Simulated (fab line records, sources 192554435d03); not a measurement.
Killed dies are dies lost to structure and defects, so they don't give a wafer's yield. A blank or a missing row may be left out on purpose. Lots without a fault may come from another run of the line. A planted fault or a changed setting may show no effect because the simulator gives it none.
Chamber matching | flow n5_finfet | N5_DUMMY_GATE_ETCH_29 on rie_diel-04: 4 sister chambers
The step etches underlayer in N2/H2, target depth 13 nm. 4 wafers are shown with their chamber, then 12 later ones without.

WAFERS WITH THEIR CHAMBER
wafer  | chamber | drypump_motor_current_A (A)
L086.5 | 0       | 5.7
L088.3 | 2       | 5.9
L088.4 | 3       | 5.3
L088.5 | 1       | 6.3

WAFERS WITHOUT THEIR CHAMBER
wafer  | drypump_motor_current_A (A)
L091.2 | 5.2
L091.3 | 6.3
L091.4 | 5.9
L092.2 | 5.2
L092.5 | 5.9
L092.6 | 6.3
L093.1 | 5.7
L093.3 | 5.9
L093.4 | 6.3
L096.3 | 6.4
L096.4 | 5.9
L096.5 | 5.9

WHICH CHAMBER EACH WENT THROUGH
wafer  | from the rows above | in truth
L091.2 | 3                   | 3
L091.3 | 1                   | 1
L091.4 | 2                   | 2
L092.2 | 3                   | 3
L092.5 | 2                   | 2
L092.6 | 1                   | 1
L093.1 | 0                   | 0
L093.3 | 2                   | 2
L093.4 | 1                   | 1
L096.3 | 1                   | 1
L096.4 | 2                   | 2
L096.5 | 2                   | 2
Placed correctly: 12 of 12. Can't be placed from these rows: 0. Placed wrongly: 0.
How it was worked out, from the rows above alone: a wafer's distance from a chamber is the root of the sum, over the readings, of the square of ((its reading less the chamber's mean) divided by the reading's scatter). The wafer belongs to the nearest chamber; if the next one is less than 2 further off, it can't be placed. A chamber's mean is the mean of its shown wafers. The scatter: with one shown wafer a chamber, the root of the mean of the squares of how far each hidden wafer lies from its nearest shown one.
